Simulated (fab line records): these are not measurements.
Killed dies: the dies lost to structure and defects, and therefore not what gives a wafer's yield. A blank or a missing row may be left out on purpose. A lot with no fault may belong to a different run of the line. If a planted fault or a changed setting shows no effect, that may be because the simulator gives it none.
Lot-split experiment / flow n5_finfet / on a route of 1938 steps: 7 lots, 21 wafers read

THE SPLIT
At N5_WELL_APT_PEB_23 (peb time 90 s), the setting peb_time_s was moved away from the recipe's 90 s on 11 of the 21 wafers read, by -21.7% to +21.0%. For the rest of the wafers, this setting stayed at what the recipe calls for.

FROM THE SPLIT TO THE READING: what the file shows between them, 2 steps
- N5_WELL_APT_DEVELOP_24: develop time 45 s
- N5_WELL_APT_HARDBAKE_29: time 120 s

THE READING
cd_nm at N5_WELL_APT_CD_MEAS_25, given in nm (cd target 200 nm). On this fab line, fault-free wafers typically give 200.1 nm with a standard deviation of 2.2 nm.

wafer=L075.1; tool, chamber at the split=litho_track-03, 0; peb_time_s as run, s=90; against the recipe=recipe; cd_nm, nm=201.3; against lot-mates on the recipe=-
wafer=L075.2; tool, chamber at the split=litho_track-03, 0; peb_time_s as run, s=90; against the recipe=recipe; cd_nm, nm=199.5; against lot-mates on the recipe=-
wafer=L075.6; tool, chamber at the split=litho_track-03, 0; peb_time_s as run, s=90; against the recipe=recipe; cd_nm, nm=199.4; against lot-mates on the recipe=-
wafer=L078.1; tool, chamber at the split=litho_track-03, 0; peb_time_s as run, s=74.41; against the recipe=-17.3%; cd_nm, nm=193.2; against lot-mates on the recipe=-10.8
wafer=L078.3; tool, chamber at the split=litho_track-03, 0; peb_time_s as run, s=90; against the recipe=recipe; cd_nm, nm=204.0; against lot-mates on the recipe=-
wafer=L078.5; tool, chamber at the split=litho_track-03, 0; peb_time_s as run, s=74.41; against the recipe=-17.3%; cd_nm, nm=188.0; against lot-mates on the recipe=-16.0
wafer=L079.1; tool, chamber at the split=litho_track-03, 0; peb_time_s as run, s=90; against the recipe=recipe; cd_nm, nm=205.1; against lot-mates on the recipe=-
wafer=L079.3; tool, chamber at the split=litho_track-03, 0; peb_time_s as run, s=70.45; against the recipe=-21.7%; cd_nm, nm=192.8; against lot-mates on the recipe=-17.1
wafer=L079.6; tool, chamber at the split=litho_track-03, 0; peb_time_s as run, s=90; against the recipe=recipe; cd_nm, nm=214.8; against lot-mates on the recipe=-
wafer=L081.4; tool, chamber at the split=litho_track-02, 0; peb_time_s as run, s=108.9; against the recipe=+21.0%; cd_nm, nm=215.5; against lot-mates on the recipe=+15.7
wafer=L081.5; tool, chamber at the split=litho_track-02, 0; peb_time_s as run, s=108.9; against the recipe=+21.0%; cd_nm, nm=210.8; against lot-mates on the recipe=+11.0
wafer=L081.6; tool, chamber at the split=litho_track-02, 0; peb_time_s as run, s=90; against the recipe=recipe; cd_nm, nm=199.8; against lot-mates on the recipe=-
wafer=L086.2; tool, chamber at the split=litho_track-02, 0; peb_time_s as run, s=77.99; against the recipe=-13.3%; cd_nm, nm=193.1; against lot-mates on the recipe=no lot-mate on the recipe
wafer=L086.3; tool, chamber at the split=litho_track-02, 0; peb_time_s as run, s=77.99; against the recipe=-13.3%; cd_nm, nm=192.4; against lot-mates on the recipe=no lot-mate on the recipe
wafer=L086.4; tool, chamber at the split=litho_track-02, 0; peb_time_s as run, s=77.99; against the recipe=-13.3%; cd_nm, nm=193.1; against lot-mates on the recipe=no lot-mate on the recipe
wafer=L089.2; tool, chamber at the split=litho_track-04, 0; peb_time_s as run, s=90; against the recipe=recipe; cd_nm, nm=198.5; against lot-mates on the recipe=-
wafer=L089.3; tool, chamber at the split=litho_track-04, 0; peb_time_s as run, s=95.2; against the recipe=+5.8%; cd_nm, nm=200.1; against lot-mates on the recipe=+0.5
wafer=L089.6; tool, chamber at the split=litho_track-04, 0; peb_time_s as run, s=90; against the recipe=recipe; cd_nm, nm=200.7; against lot-mates on the recipe=-
wafer=L090.1; tool, chamber at the split=litho_track-03, 0; peb_time_s as run, s=90; against the recipe=recipe; cd_nm, nm=189.0; against lot-mates on the recipe=-
wafer=L090.4; tool, chamber at the split=litho_track-03, 0; peb_time_s as run, s=103.6; against the recipe=+15.1%; cd_nm, nm=196.0; against lot-mates on the recipe=+7.0
wafer=L090.5; tool, chamber at the split=litho_track-03, 0; peb_time_s as run, s=103.6; against the recipe=+15.1%; cd_nm, nm=208.3; against lot-mates on the recipe=+19.3

FIT RESULTS
A straight line over all 21 wafers: cd_nm changes by +0.466 nm for each +1% of peb_time_s; r = +0.73; the points scatter about the line by 5.5 nm.
The same after taking each lot's own level away (the mean of its wafers on the recipe; 18 wafers): +0.739 nm for each +1%; r = +0.94; scatter 3.4 nm.
According to that fit, moving peb_time_s by its largest amount changes the reading by 16 nm.
The span of the lots' own levels, 189.00 to 209.95 nm, comes to 9.5 times the standard deviation stated above.
So the lot-to-lot level blurs the effect unless lot-mates are compared.
Check: -16.1 nm against its lot-mates is what the line predicts for one of the wafers moved furthest among these (-21.7%) when that wafer is left out of the fit. Against them it came out at -17.1 nm.

OTHER SPLITS ON THESE WAFERS
Before the reading, these wafers also passed through other splits. Each is held against what the fit with the lots' levels taken away leaves over:
other split on the same wafers=N5_ZERO_LAYER_PECVD_02 time_s; wafers away from the commonest value=6; r with cd_nm (lot level and that fit taken away)=-0.10
other split on the same wafers=N5_ZERO_LAYER_EXPOSE_08 dose_mj; wafers away from the commonest value=7; r with cd_nm (lot level and that fit taken away)=+0.08
other split on the same wafers=N5_WELL_APT_EXPOSE_22 dose_mj; wafers away from the commonest value=6; r with cd_nm (lot level and that fit taken away)=+0.31

THE WHOLE CHAIN: every reading that the file lists as answering this split, in the file's order
step=N5_WELL_APT_CD_MEAS_25; what it does=target cd 200 nm; reading=cd_nm; change (the file's fit)=+0.736 nm for each +1% of the setting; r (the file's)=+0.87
step=N5_WELL_APT_DESCUM_30; what it does=chemistry O2, time 7.9 s; reading=WELL_APT.cd_nm (the simulator's own value, which no gauge read); change (the file's fit)=+0.73 nm for each +1% of the setting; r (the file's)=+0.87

FILE'S OWN FIT
cd_nm changes by +0.736 nm for each +1% of peb_time_s, r = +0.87.
